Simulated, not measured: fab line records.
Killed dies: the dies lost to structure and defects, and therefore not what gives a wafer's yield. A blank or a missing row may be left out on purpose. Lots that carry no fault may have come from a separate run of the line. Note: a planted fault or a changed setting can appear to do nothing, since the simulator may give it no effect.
fab line records -- flow nand_harc -- part 1 of 2: steps 1 to 32 of 43
record: lots: 5, wafers: 15, last_day: 24
route steps=1159 shown P_ZERO_WELL@25
lots with no fault: from the same line, run without faults
start_h: start of the lot's first displayed wafer, in hours after the record's first day -- wait_h: hours elapsed since this lot's preceding step -- " the same as in the row above -- L1.1+2: several wafers, shown together as one row -- - value missing, or start not given -- * or withheld: withheld -- < > ~ a bound
route shown NAME@n: names a module that has steps shown in the file, with the first one's number in the route -- usual: the fault-free wafers' mean and standard deviation -- same: alike in all rows -- chamber/n: place in a boat -- sites: readings site by site -- _std_site: how widely they spread, as a standard deviation -- _edge_site: mean of outer sites minus mean of inner sites -- radius_mm: for every site, how far away it sits from the centre of the wafer -- mask NAME#n: copy n -- behind: the tool/chamber that last shaped the wafer -- hold: why the lot went on hold/how many hours it stayed there/how the hold came to an end -- device: whichever transistor did not switch (one of n, p or np) -- end of line: tests of these same wafers at the route's end -- step lacking rows: just its recipe -- killed: at the first sort, the dies lost to defects and structure; wafer yield is something else -- map: a wafer's dies, marking killed ones x, the rest . and places with no die _
set.NAME: the setting the step ran with; set.NAME@STEP: the setting that earlier step ran with -- model.NAME: the simulator's own value behind a step, which no gauge read
certain route steps with their lots: each step a table, each wafer a row
services: when a tool's chamber went out of use (start_h, in hours from the record's first day, below 0 if earlier), for how many hours, and the reason
== steps ==
step: NHARC_P_ZERO_WELL_EBR_20
lot.wafer,tool,chamber,start_h,wait_h
L077.1+2+5,litho_track-07,0,-,-
L084.1+2+5,litho_track-02,0,-,-
L085.3+5+6,litho_track-07,0,-,-
L086.2+4+5,litho_track-02,0,-,-
L094.3+5+6,litho_track-02,0,-,-
step: NHARC_P_ZERO_WELL_EXPOSE_21
recipe: na: 0.6, target_cd_nm: 720, dose_mj: 22.31, mask_id: P_NWELL
lot.wafer,tool,chamber,start_h,wait_h,mask
L077.1+2+5,krf_scanner-03,0,32.29,-,P_NWELL#0
L084.1+2+5,krf_scanner-03,0,74.47,-,P_NWELL#0
L085.3+5+6,krf_scanner-03,0,80.31,-,P_NWELL#0
L086.2+4+5,krf_scanner-03,0,86.42,-,P_NWELL#0
L094.3+5+6,krf_scanner-03,0,134.31,-,P_NWELL#0
step: NHARC_P_ZERO_WELL_PEB_22
recipe: peb_temp_c: 118, peb_time_s: 85
same: peb_time_s: 85
lot.wafer,tool,chamber,start_h,wait_h
L077.1+2+5,litho_track-02,0,32.36,0.1
L084.1+2+5,litho_track-05,0,74.53,0.1
L085.3+5+6,litho_track-07,0,80.37,0.1
L086.2+4+5,litho_track-02,0,86.49,0.1
L094.3+5+6,litho_track-05,0,134.37,0.1
step: NHARC_P_ZERO_WELL_DEVELOP_23
recipe: time_s: 70
lot.wafer,tool,chamber,start_h,wait_h
L077.1+2+5,litho_track-02,0,-,-
L084.1+2+5,litho_track-05,0,-,-
L085.3+5+6,litho_track-07,0,-,-
L086.2+4+5,litho_track-02,0,-,-
L094.3+5+6,litho_track-05,0,-,-
step: NHARC_P_ZERO_WELL_CD_MEAS_24
recipe: target_cd_nm: 720, landing_energy_ev: 500
usual: cd_nm: 718.7/2.3
lot.wafer,tool,chamber,start_h,wait_h,cd_nm
L077.1,cd_sem-01,0,32.45,-,718.9
L077.2,cd_sem-01,0,32.45,-,721.8
L077.5,cd_sem-01,0,32.45,-,722.3
L084.1,cd_sem-01,0,74.62,-,713.9
L084.2,cd_sem-01,0,74.62,-,718.3
L084.5,cd_sem-01,0,74.62,-,719.6
L085.3,cd_sem-02,0,80.46,-,719.5
L085.5,cd_sem-02,0,80.46,-,720.3
L085.6,cd_sem-02,0,80.46,-,715.9
L086.2,cd_sem-01,0,86.58,-,722.5
L086.4,cd_sem-01,0,86.58,-,722.9
L086.5,cd_sem-01,0,86.58,-,723.1
L094.3,cd_sem-03,0,134.46,-,717.2
L094.5,cd_sem-03,0,134.46,-,714.7
L094.6,cd_sem-03,0,134.46,-,719.5
step: NHARC_P_ZERO_WELL_HARDBAKE_25
recipe: temp_c: 125, time_s: 80
lot.wafer,tool,chamber,start_h,wait_h
L077.1+2+5,litho_track-05,0,32.53,-
L084.1+2+5,litho_track-07,0,74.70,-
L085.3+5+6,litho_track-02,0,80.54,-
L086.2+4+5,litho_track-05,0,86.66,-
L094.3+5+6,litho_track-07,0,134.54,-
step: NHARC_P_ZERO_WELL_DESCUM_26
recipe: time_s: 3, o2_flow_sccm: 200, ar_flow_sccm: 0, bias_power_w: 0, chemistry: O2
usual: chamber_pressure_mTorr: 60.00/0.053, drypump_motor_current_A: 5.9/0.38, oes_product_au: 1.003/0.014, rf_vpp_V: 57.8/0.88, showerhead_plenum_p_Torr: 1.91/0.089, throttle_valve_pct: 11.310/0.011
lot.wafer,tool,chamber,start_h,wait_h,chamber_pressure_mTorr,drypump_motor_current_A,oes_product_au,rf_hours_counter_h,rf_vpp_V,showerhead_plenum_p_Torr,throttle_valve_pct
L077.1,rie_diel-04,1,32.61,-,60.02,5.6,0.990,6.8,59.0,2.06,11.326
L077.2,rie_diel-04,0,32.61,-,59.96,6.1,1.003,7.3,58.5,1.98,11.315
L077.5,rie_diel-04,1,32.61,-,60.01,5.6,0.987,-,58.0,2.06,11.305
L084.1,rie_diel-13,1,74.78,-,60.06,5.8,0.985,7.9,58.3,1.99,11.315
L084.2,rie_diel-13,0,74.78,-,60.04,5.9,1.008,6.9,56.8,1.79,11.321
L084.5,rie_diel-13,2,74.78,-,60.01,6.1,1.022,-,56.0,1.78,11.305
L085.3,rie_diel-04,1,80.65,-,60.02,5.7,0.994,9.6,58.1,2.06,11.324
L085.6,rie_diel-04,2,80.65,-,59.99,6.0,0.998,-,57.2,1.84,11.330
L085.5,rie_diel-04,3,80.65,-,59.98,5.3,1.005,-,58.6,2.03,11.308
L086.4,rie_diel-04,1,86.73,-,59.97,5.7,0.990,9.6,57.6,2.06,11.305
L086.2,rie_diel-04,2,86.73,-,59.93,6.0,0.988,7.0,57.2,1.84,11.310
L086.5,rie_diel-04,1,86.73,-,59.97,5.7,0.981,-,58.0,2.05,11.322
L094.3,rie_diel-04,1,134.66,-,60.05,5.7,1.006,1.8,57.3,2.05,11.320
L094.5,rie_diel-04,2,134.66,-,59.92,6.0,0.998,-,58.0,1.84,11.296
L094.6,rie_diel-04,3,134.66,-,59.92,5.3,1.013,-,57.5,2.02,11.335
step: NHARC_P_ZERO_WELL_IMPLANT_27
recipe: energy_kev: 600, dose_cm2: 1e+13, tilt_deg: 7
usual: beam_on_s: 9.97/0.2, dose_ions_cm2: 9.998e+12/1.2e+10
lot.wafer,tool,chamber,start_h,wait_h,beam_on_s,dose_ions_cm2
L077.1,implanter-01,0,32.75,0.1,10.25,9.988e+12
L077.2,implanter-01,0,32.75,0.1,10.08,9.991e+12
L077.5,implanter-01,0,32.75,0.1,9.75,9.986e+12
L084.1,implanter-02,0,74.93,0.1,10.11,9.995e+12
L084.2,implanter-02,0,74.93,0.1,10.13,1.0004e+13
L084.5,implanter-02,0,74.93,0.1,9.86,1.0004e+13
L085.3,implanter-02,0,80.82,0.2,9.88,9.995e+12
L085.5,implanter-02,0,80.82,0.2,10.06,9.991e+12
L085.6,implanter-02,0,80.82,0.2,10.27,9.989e+12
L086.2,implanter-02,0,86.91,0.2,9.90,9.991e+12
L086.4,implanter-02,0,86.91,0.2,10.12,9.977e+12
L086.5,implanter-02,0,86.91,0.2,9.85,9.996e+12
L094.3,implanter-02,0,134.83,0.2,10.07,1.0004e+13
L094.5,implanter-02,0,134.83,0.2,9.64,9.993e+12
L094.6,implanter-02,0,134.83,0.2,10.09,9.986e+12
step: NHARC_P_ZERO_WELL_IMPLANT_57
recipe: energy_kev: 250, dose_cm2: 4e+12, tilt_deg: 7
usual: beam_on_s: 9.99/0.19, dose_ions_cm2: 4e+12/4.5e+09
lot.wafer,tool,chamber,start_h,wait_h,beam_on_s,dose_ions_cm2
L077.1,implanter-01,0,32.93,0.1,10.11,4.005e+12
L077.2,implanter-01,0,32.93,0.1,10.03,4e+12
L077.5,implanter-01,0,32.93,0.1,9.59,4e+12
L084.1,implanter-02,0,75.11,0.1,9.98,4.009e+12
L084.2,implanter-02,0,75.11,0.1,10.08,3.998e+12
L084.5,implanter-02,0,75.11,0.1,10.09,3.998e+12
L085.3,implanter-02,0,81.00,0.2,10.10,3.994e+12
L085.5,implanter-02,0,81.00,0.2,9.74,4.001e+12
L085.6,implanter-02,0,81.00,0.2,9.85,3.994e+12
L086.2,implanter-02,0,87.09,0.1,10.06,3.994e+12
L086.4,implanter-02,0,87.09,0.1,9.89,4.005e+12
L086.5,implanter-02,0,87.09,0.1,10.12,3.995e+12
L094.3,implanter-02,0,135.01,0.2,9.68,3.998e+12
L094.5,implanter-02,0,135.01,0.2,10.01,3.995e+12
L094.6,implanter-02,0,135.01,0.2,9.92,3.99e+12
step: NHARC_P_ZERO_WELL_IMPLANT_58
recipe: energy_kev: 100, dose_cm2: 2e+12, tilt_deg: 7
usual: beam_on_s: 10.04/0.2, dose_ions_cm2: 1.9998e+12/2.3e+09
lot.wafer,tool,chamber,start_h,wait_h,beam_on_s,dose_ions_cm2
L077.1,implanter-01,0,33.11,0.2,10.01,1.9974e+12
L077.2,implanter-01,0,33.11,0.2,10.05,1.9963e+12
L077.5,implanter-01,0,33.11,0.2,9.96,1.9963e+12
L084.1,implanter-02,0,75.29,0.2,10.18,1.9999e+12
L084.2,implanter-02,0,75.29,0.2,10.17,2.0007e+12
L084.5,implanter-02,0,75.29,0.2,10.34,2e+12
L085.3,implanter-02,0,81.19,0.2,9.94,2.0025e+12
L085.5,implanter-02,0,81.19,0.2,9.92,2.001e+12
L085.6,implanter-02,0,81.19,0.2,10.08,2e+12
L086.2,implanter-02,0,87.27,0.1,10.17,2.0027e+12
L086.4,implanter-02,0,87.27,0.1,9.83,2.0006e+12
L086.5,implanter-02,0,87.27,0.1,9.88,2.0019e+12
L094.3,implanter-02,0,135.19,0.2,9.98,1.9953e+12
L094.5,implanter-02,0,135.19,0.2,9.94,2.0031e+12
L094.6,implanter-02,0,135.19,0.2,10.15,2.0007e+12
step: NHARC_P_ZERO_WELL_STRIP_28
recipe: time_s: 840, temp_c: 130, chemistry: SPM
usual: temp_c: 129.99/0.15
lot.wafer,tool,chamber,start_h,wait_h,temp_c
L077.1,wet_bench-03,1,33.32,0.2,129.92
L077.5,wet_bench-03,2,33.32,0.2,129.92
L077.2,wet_bench-03,5,33.32,0.2,130.03
L084.2,wet_bench-03,4,75.51,0.2,130.05
L084.5,wet_bench-03,6,75.51,0.2,129.82
L084.1,wet_bench-03,0,75.51,0.2,129.77
L085.6,wet_bench-06,3,81.34,0.0,129.92
L085.5,wet_bench-06,5,81.34,0.0,129.91
L085.3,wet_bench-06,6,81.34,0.0,130.22
L086.5,wet_bench-02,3,87.47,0.1,130.19
L086.4,wet_bench-02,5,87.47,0.1,130.04
L086.2,wet_bench-02,6,87.47,0.1,129.76
L094.3,wet_bench-02,4,135.35,0.1,130.05
L094.6,wet_bench-02,5,135.35,0.1,129.79
L094.5,wet_bench-02,0,135.35,0.1,129.91
step: NHARC_P_ZERO_WELL_DEHYDRATE_29
recipe: temp_c: 150, time_s: 120
lot.wafer,tool,chamber,start_h,wait_h
L077.1+2+5,litho_track-05,0,33.65,-
L084.1+2+5,litho_track-02,0,75.83,-
L085.3+5+6,litho_track-07,0,81.72,-
L086.2+4+5,litho_track-02,0,87.79,-
L094.3+5+6,litho_track-07,0,135.68,-
step: NHARC_P_ZERO_WELL_HMDS_30
recipe: time_s: 30
lot.wafer,tool,chamber,start_h,wait_h
L077.1+2+5,litho_track-05,0,-,-
L084.1+2+5,litho_track-02,0,-,-
L085.3+5+6,litho_track-07,0,-,-
L086.2+4+5,litho_track-02,0,-,-
L094.3+5+6,litho_track-07,0,-,-
step: NHARC_P_ZERO_WELL_COAT_31
recipe: spin_rpm: withheld
lot.wafer,tool,chamber,start_h,wait_h
L077.1+2+5,litho_track-05,0,-,-
L084.1+2+5,litho_track-02,0,-,-
L085.3+5+6,litho_track-07,0,-,-
L086.2+4+5,litho_track-02,0,-,-
L094.3+5+6,litho_track-07,0,-,-
step: NHARC_P_ZERO_WELL_SOFTBAKE_32
recipe: temp_c: 122, time_s: 95
lot.wafer,tool,chamber,start_h,wait_h
L077.1+2+5,litho_track-05,0,-,-
L084.1+2+5,litho_track-02,0,-,-
L085.3+5+6,litho_track-07,0,-,-
L086.2+4+5,litho_track-02,0,-,-
L094.3+5+6,litho_track-07,0,-,-
step: NHARC_P_ZERO_WELL_EBR_33
lot.wafer,tool,chamber,start_h,wait_h
L077.1+2+5,litho_track-05,0,-,-
L084.1+2+5,litho_track-02,0,-,-
L085.3+5+6,litho_track-07,0,-,-
L086.2+4+5,litho_track-02,0,-,-
L094.3+5+6,litho_track-07,0,-,-
step: NHARC_P_ZERO_WELL_EXPOSE_34
recipe: na: 0.6, target_cd_nm: 720, dose_mj: 22.31, mask_id: P_PWELL
lot.wafer,tool,chamber,start_h,wait_h,mask
L077.1+2+5,krf_scanner-02,0,33.92,-,P_PWELL#0
L084.1+2+5,krf_scanner-01,0,76.10,-,P_PWELL#0
L085.3+5+6,krf_scanner-01,0,81.88,-,P_PWELL#0
L086.2+4+5,krf_scanner-03,0,88.06,-,P_PWELL#0
L094.3+5+6,krf_scanner-03,0,135.96,-,P_PWELL#0
step: NHARC_P_ZERO_WELL_PEB_35
recipe: peb_temp_c: 118, peb_time_s: 85
same: peb_time_s: 85
lot.wafer,tool,chamber,start_h,wait_h
L077.1+2+5,litho_track-02,0,33.99,0.1
L084.1+2+5,litho_track-05,0,76.17,0.1
L085.3+5+6,litho_track-02,0,81.94,0.1
L086.2+4+5,litho_track-07,0,88.12,0.1
L094.3+5+6,litho_track-02,0,136.02,0.1
step: NHARC_P_ZERO_WELL_DEVELOP_36
recipe: time_s: 70
lot.wafer,tool,chamber,start_h,wait_h
L077.1+2+5,litho_track-02,0,-,-
L084.1+2+5,litho_track-05,0,-,-
L085.3+5+6,litho_track-02,0,-,-
L086.2+4+5,litho_track-07,0,-,-
L094.3+5+6,litho_track-02,0,-,-
step: NHARC_P_ZERO_WELL_CD_MEAS_37
recipe: target_cd_nm: 720, landing_energy_ev: 500
usual: cd_nm: 720.2/2.5
lot.wafer,tool,chamber,start_h,wait_h,cd_nm
L077.1,cd_sem-01,0,34.08,-,723.8
L077.2,cd_sem-01,0,34.08,-,718.6
L077.5,cd_sem-01,0,34.08,-,722.7
L084.1,cd_sem-03,0,76.26,-,717.1
L084.2,cd_sem-03,0,76.26,-,718.1
L084.5,cd_sem-03,0,76.26,-,723.1
L085.3,cd_sem-02,0,82.03,-,720.5
L085.5,cd_sem-02,0,82.03,-,720.4
L085.6,cd_sem-02,0,82.03,-,723.7
L086.2,cd_sem-03,0,88.21,-,718.3
L086.4,cd_sem-03,0,88.21,-,719.5
L086.5,cd_sem-03,0,88.21,-,721.2
L094.3,cd_sem-02,0,136.11,-,719.6
L094.5,cd_sem-02,0,136.11,-,718.6
L094.6,cd_sem-02,0,136.11,-,724.2
step: NHARC_P_ZERO_WELL_HARDBAKE_38
recipe: temp_c: 125, time_s: 80
lot.wafer,tool,chamber,start_h,wait_h
L077.1+2+5,litho_track-07,0,34.16,-
L084.1+2+5,litho_track-05,0,76.34,-
L085.3+5+6,litho_track-02,0,82.11,-
L086.2+4+5,litho_track-02,0,88.29,-
L094.3+5+6,litho_track-05,0,136.19,-
step: NHARC_P_ZERO_WELL_DESCUM_39
recipe: time_s: 3, o2_flow_sccm: 200, ar_flow_sccm: 0, bias_power_w: 0, chemistry: O2
usual: chamber_pressure_mTorr: 60.00/0.056, drypump_motor_current_A: 5.9/0.34, oes_product_au: 1.004/0.015, rf_vpp_V: 57.8/0.98, showerhead_plenum_p_Torr: 1.93/0.094, throttle_valve_pct: 11.310/0.0091
lot.wafer,tool,chamber,start_h,wait_h,chamber_pressure_mTorr,drypump_motor_current_A,oes_product_au,rf_hours_counter_h,rf_vpp_V,showerhead_plenum_p_Torr,throttle_valve_pct
L077.2,rie_diel-05,3,34.24,-,59.95,5.2,1.023,3,56.6,1.81,11.311
L077.1,rie_diel-05,1,34.24,-,59.99,6.6,1.002,3,58.1,1.91,11.315
L077.5,rie_diel-05,3,34.24,-,59.95,5.2,1.018,-,57.8,1.81,11.315
L084.2,rie_diel-05,2,76.44,-,59.91,5.5,0.995,6,57.6,1.91,11.309
L084.1,rie_diel-05,3,76.44,-,60.04,5.2,1.023,6,58.6,1.81,11.306
L084.5,rie_diel-05,0,76.44,-,59.96,6.3,0.999,-,57.1,1.90,11.311
L085.3,rie_diel-13,0,82.22,-,59.94,5.9,1.014,7,57.3,1.79,11.308
L085.5,rie_diel-13,1,82.22,-,59.96,5.8,1.003,-,57.1,1.99,11.308
L085.6,rie_diel-13,2,82.22,-,59.98,6.1,1.041,-,56.8,1.78,11.314
L086.4,rie_diel-05,0,88.37,-,59.92,6.4,0.993,6,58.0,1.90,11.312
L086.2,rie_diel-05,2,88.37,-,59.92,5.6,0.993,6,58.0,1.91,11.310
L086.5,rie_diel-05,0,88.37,-,59.90,6.3,1.002,-,58.2,1.90,11.317
L094.3,rie_diel-13,2,136.29,-,60.00,6.0,0.997,0,57.2,1.78,11.309
L094.5,rie_diel-13,0,136.29,-,60.04,5.9,0.985,-,56.2,1.79,11.315
L094.6,rie_diel-13,1,136.29,-,59.98,5.8,1.008,-,56.9,1.99,11.320
step: NHARC_P_ZERO_WELL_IMPLANT_40
recipe: energy_kev: 300, dose_cm2: 1e+13, tilt_deg: 7
usual: beam_on_s: 10.02/0.19, dose_ions_cm2: 1.0001e+13/1.1e+10
lot.wafer,tool,chamber,start_h,wait_h,beam_on_s,dose_ions_cm2
L077.1,implanter-02,0,34.39,0.1,10.03,9.985e+12
L077.2,implanter-02,0,34.39,0.1,10.23,9.985e+12
L077.5,implanter-02,0,34.39,0.1,9.98,9.99e+12
L084.1,implanter-02,0,76.57,0.1,10.20,9.984e+12
L084.2,implanter-02,0,76.57,0.1,10.03,9.986e+12
L084.5,implanter-02,0,76.57,0.1,9.86,1.0013e+13
L085.3,implanter-01,0,82.39,0.2,10.00,9.991e+12
L085.5,implanter-01,0,82.39,0.2,9.86,1.0001e+13
L085.6,implanter-01,0,82.39,0.2,10.14,1.0016e+13
L086.2,implanter-01,0,88.56,0.1,9.85,9.985e+12
L086.4,implanter-01,0,88.56,0.1,9.83,1.0004e+13
L086.5,implanter-01,0,88.56,0.1,9.92,9.996e+12
L094.3,implanter-01,0,136.47,0.2,9.94,9.995e+12
L094.5,implanter-01,0,136.47,0.2,10.19,1.0017e+13
L094.6,implanter-01,0,136.47,0.2,10.20,9.989e+12
step: NHARC_P_ZERO_WELL_IMPLANT_59
recipe: energy_kev: 120, dose_cm2: 5e+12, tilt_deg: 7
usual: beam_on_s: 9.99/0.23, dose_ions_cm2: 5.001e+12/6.3e+09
lot.wafer,tool,chamber,start_h,wait_h,beam_on_s,dose_ions_cm2
L077.1,implanter-02,0,34.57,0.2,10.13,4.994e+12
L077.2,implanter-02,0,34.57,0.2,9.78,4.989e+12
L077.5,implanter-02,0,34.57,0.2,10.07,4.998e+12
L084.1,implanter-02,0,76.75,0.2,10.12,4.994e+12
L084.2,implanter-02,0,76.75,0.2,9.99,4.995e+12
L084.5,implanter-02,0,76.75,0.2,9.64,4.993e+12
L085.3,implanter-01,0,82.57,0.1,10.33,5.002e+12
L085.5,implanter-01,0,82.57,0.1,9.62,4.988e+12
L085.6,implanter-01,0,82.57,0.1,10.08,4.99e+12
L086.2,implanter-01,0,88.74,0.2,9.95,5.007e+12
L086.4,implanter-01,0,88.74,0.2,10.07,5.005e+12
L086.5,implanter-01,0,88.74,0.2,10.01,5.007e+12
L094.3,implanter-01,0,136.65,0.2,9.72,4.999e+12
L094.5,implanter-01,0,136.65,0.2,10.16,4.999e+12
L094.6,implanter-01,0,136.65,0.2,10.33,5.007e+12
step: NHARC_P_ZERO_WELL_IMPLANT_60
recipe: energy_kev: 30, dose_cm2: 2e+12, tilt_deg: 7
usual: beam_on_s: 10.01/0.19, dose_ions_cm2: 2.0002e+12/2.1e+09
lot.wafer,tool,chamber,start_h,wait_h,beam_on_s,dose_ions_cm2
L077.1,implanter-02,0,34.75,0.2,9.93,1.9998e+12
L077.2,implanter-02,0,34.75,0.2,10.02,1.9993e+12
L077.5,implanter-02,0,34.75,0.2,10.12,2e+12
L084.1,implanter-02,0,76.93,0.1,9.85,2.0011e+12
L084.2,implanter-02,0,76.93,0.1,10.09,1.9977e+12
L084.5,implanter-02,0,76.93,0.1,9.95,1.9986e+12
L085.3,implanter-01,0,82.74,0.1,9.84,2.0014e+12
L085.5,implanter-01,0,82.74,0.1,9.83,2.0019e+12
L085.6,implanter-01,0,82.74,0.1,10.25,2.0056e+12
L086.2,implanter-01,0,88.92,0.1,9.89,1.9982e+12
L086.4,implanter-01,0,88.92,0.1,9.99,2.0011e+12
L086.5,implanter-01,0,88.92,0.1,9.95,1.9978e+12
L094.3,implanter-01,0,136.83,0.2,9.92,2.0008e+12
L094.5,implanter-01,0,136.83,0.2,10.24,1.9977e+12
L094.6,implanter-01,0,136.83,0.2,9.94,2.0005e+12
step: NHARC_P_ZERO_WELL_STRIP_41
recipe: time_s: 840, temp_c: 130, chemistry: SPM
usual: temp_c: 129.98/0.14
lot.wafer,tool,chamber,start_h,wait_h,temp_c
L077.2,wet_bench-02,1,34.98,0.2,129.94
L077.5,wet_bench-02,3,34.98,0.2,130.22
L077.1,wet_bench-02,5,34.98,0.2,130.21
L084.2,wet_bench-03,5,77.17,0.2,130.04
L084.1,wet_bench-03,1,77.17,0.2,129.95
L084.5,wet_bench-03,2,77.17,0.2,129.54
L085.5,wet_bench-03,6,82.90,0.1,129.67
L085.6,wet_bench-03,7,82.90,0.1,130.00
L085.3,wet_bench-03,3,82.90,0.1,129.92
L086.2,wet_bench-06,3,89.13,0.2,129.92
L086.5,wet_bench-06,4,89.13,0.2,130.09
L086.4,wet_bench-06,5,89.13,0.2,129.98
L094.5,wet_bench-03,5,136.99,0.1,130.05
L094.3,wet_bench-03,6,136.99,0.1,129.92
L094.6,wet_bench-03,0,136.99,0.1,129.82
step: NHARC_P_ZERO_WELL_DEHYDRATE_44
recipe: temp_c: 150, time_s: 120
lot.wafer,tool,chamber,start_h,wait_h
L077.1+2+5,litho_track-02,0,35.30,-
L084.1+2+5,litho_track-02,0,77.50,-
L085.3+5+6,litho_track-02,0,83.24,-
L086.2+4+5,litho_track-05,0,89.48,-
L094.3+5+6,litho_track-02,0,137.32,-
step: NHARC_P_ZERO_WELL_HMDS_45
recipe: time_s: 30
lot.wafer,tool,chamber,start_h,wait_h
L077.1+2+5,litho_track-02,0,-,-
L084.1+2+5,litho_track-02,0,-,-
L085.3+5+6,litho_track-02,0,-,-
L086.2+4+5,litho_track-05,0,-,-
L094.3+5+6,litho_track-02,0,-,-
step: NHARC_P_ZERO_WELL_COAT_46
recipe: spin_rpm: withheld
lot.wafer,tool,chamber,start_h,wait_h
L077.1+2+5,litho_track-02,0,-,-
L084.1+2+5,litho_track-02,0,-,-
L085.3+5+6,litho_track-02,0,-,-
L086.2+4+5,litho_track-05,0,-,-
L094.3+5+6,litho_track-02,0,-,-
step: NHARC_P_ZERO_WELL_SOFTBAKE_47
recipe: temp_c: 122, time_s: 95
lot.wafer,tool,chamber,start_h,wait_h
L077.1+2+5,litho_track-02,0,-,-
L084.1+2+5,litho_track-02,0,-,-
L085.3+5+6,litho_track-02,0,-,-
L086.2+4+5,litho_track-05,0,-,-
L094.3+5+6,litho_track-02,0,-,-
step: NHARC_P_ZERO_WELL_EBR_48
lot.wafer,tool,chamber,start_h,wait_h
L077.1+2+5,litho_track-02,0,-,-
L084.1+2+5,litho_track-02,0,-,-
L085.3+5+6,litho_track-02,0,-,-
L086.2+4+5,litho_track-05,0,-,-
L094.3+5+6,litho_track-02,0,-,-
step: NHARC_P_ZERO_WELL_EXPOSE_49
recipe: na: 0.6, target_cd_nm: 2000, dose_mj: 22.64, mask_id: P_HVPW
lot.wafer,tool,chamber,start_h,wait_h,mask
L077.1+2+5,krf_scanner-03,0,35.45,-,P_HVPW#0
L084.1+2+5,krf_scanner-01,0,77.77,-,P_HVPW#0
L085.3+5+6,krf_scanner-03,0,83.52,-,P_HVPW#0
L086.2+4+5,krf_scanner-02,0,89.75,-,P_HVPW#0
L094.3+5+6,krf_scanner-01,0,137.60,-,P_HVPW#0
